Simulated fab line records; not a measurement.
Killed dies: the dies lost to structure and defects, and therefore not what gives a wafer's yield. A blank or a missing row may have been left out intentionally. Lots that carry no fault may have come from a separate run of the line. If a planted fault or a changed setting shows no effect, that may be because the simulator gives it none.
Matching of chambers || flow n5 finfet || N5_FIN_SAQP_HM_OPEN_33 on rie diel-05 has 4 sister chambers
The step chemistry CH3F/O2, target SiNx, target depth 49.4 nm, time 70.6 s. 14 wafers are shown with their chamber, then 7 later ones without.

WAFERS WITH THEIR CHAMBER
{"wafer": "L370.2", "chamber": 2, "oes product au (a.u.)": 0.61, "throttle valve pct (%)": 16.32, "rf vpp V (V)": 298}
{"wafer": "L370.3", "chamber": 0, "oes product au (a.u.)": 0.65, "throttle valve pct (%)": 16.46, "rf vpp V (V)": 299}
{"wafer": "L370.5", "chamber": 0, "oes product au (a.u.)": 0.64, "throttle valve pct (%)": 16.44, "rf vpp V (V)": 300}
{"wafer": "L373.1", "chamber": 2, "oes product au (a.u.)": 0.61, "throttle valve pct (%)": 16.33, "rf vpp V (V)": 298}
{"wafer": "L373.3", "chamber": 0, "oes product au (a.u.)": 0.64, "throttle valve pct (%)": 16.47, "rf vpp V (V)": 299}
{"wafer": "L373.4", "chamber": 1, "oes product au (a.u.)": 0.66, "throttle valve pct (%)": 16.43, "rf vpp V (V)": 294}
{"wafer": "L374.1", "chamber": 0, "oes product au (a.u.)": 0.64, "throttle valve pct (%)": 16.48, "rf vpp V (V)": 300}
{"wafer": "L374.3", "chamber": 1, "oes product au (a.u.)": 0.66, "throttle valve pct (%)": 16.41, "rf vpp V (V)": 295}
{"wafer": "L374.6", "chamber": 0, "oes product au (a.u.)": 0.64, "throttle valve pct (%)": 16.48, "rf vpp V (V)": 297}
{"wafer": "L380.1", "chamber": 0, "oes product au (a.u.)": 0.63, "throttle valve pct (%)": 16.51, "rf vpp V (V)": 300}
{"wafer": "L380.3", "chamber": 3, "oes product au (a.u.)": 0.81, "throttle valve pct (%)": 16.04, "rf vpp V (V)": 291}
{"wafer": "L380.6", "chamber": 1, "oes product au (a.u.)": 0.65, "throttle valve pct (%)": 16.43, "rf vpp V (V)": 294}
{"wafer": "L387.2", "chamber": 0, "oes product au (a.u.)": 0.62, "throttle valve pct (%)": 16.53, "rf vpp V (V)": 298}
{"wafer": "L387.3", "chamber": 2, "oes product au (a.u.)": 0.59, "throttle valve pct (%)": 16.39, "rf vpp V (V)": 298}

SIGNATURES, as means of the wafers listed above
{"reading": "oes product au", "chamber 0": 0.6371, "chamber 1": 0.6567, "chamber 2": 0.6033, "chamber 3": 0.8100, "scatter within a chamber": 0.00936}
{"reading": "throttle valve pct", "chamber 0": 16.4814, "chamber 1": 16.4233, "chamber 2": 16.3467, "chamber 3": 16.0400, "scatter within a chamber": 0.0294}
{"reading": "rf vpp V", "chamber 0": 299.00, "chamber 1": 294.33, "chamber 2": 298.00, "chamber 3": 291.00, "scatter within a chamber": 0.931}
Rule: a wafer's distance from a chamber is the root of the sum, over the readings, of the square of ((its reading less the chamber's mean) divided by the reading's scatter). The wafer belongs to the nearest chamber; if the next one is less than 2 further off, it can't be placed. The scatter: the root of (the sum of the squares of (reading less its chamber's mean) over the shown wafers, divided by (wafers less chambers)).

WAFERS WITHOUT THEIR CHAMBER
{"wafer": "L387.6", "oes product au (a.u.)": 0.65, "throttle valve pct (%)": 16.46, "rf vpp V (V)": 295}
{"wafer": "L388.1", "oes product au (a.u.)": 0.59, "throttle valve pct (%)": 16.40, "rf vpp V (V)": 298}
{"wafer": "L388.3", "oes product au (a.u.)": 0.61, "throttle valve pct (%)": 16.54, "rf vpp V (V)": 299}
{"wafer": "L388.5", "oes product au (a.u.)": 0.59, "throttle valve pct (%)": 16.37, "rf vpp V (V)": 298}
{"wafer": "L392.1", "oes product au (a.u.)": 0.76, "throttle valve pct (%)": 16.08, "rf vpp V (V)": 290}
{"wafer": "L392.3", "oes product au (a.u.)": 0.61, "throttle valve pct (%)": 16.53, "rf vpp V (V)": 299}
{"wafer": "L392.6", "oes product au (a.u.)": 0.61, "throttle valve pct (%)": 16.55, "rf vpp V (V)": 300}

WHICH CHAMBER EACH WENT THROUGH
{"wafer": "L387.6", "from the rows above": 1, "in truth": 1}
{"wafer": "L388.1", "from the rows above": 2, "in truth": 2}
{"wafer": "L388.3", "from the rows above": 0, "in truth": 0}
{"wafer": "L388.5", "from the rows above": 2, "in truth": 2}
{"wafer": "L392.1", "from the rows above": 3, "in truth": 3}
{"wafer": "L392.3", "from the rows above": 0, "in truth": 0}
{"wafer": "L392.6", "from the rows above": 0, "in truth": 0}
7 of 7 placed correctly. Can't be placed from these rows: 0. Number placed wrongly: 0.
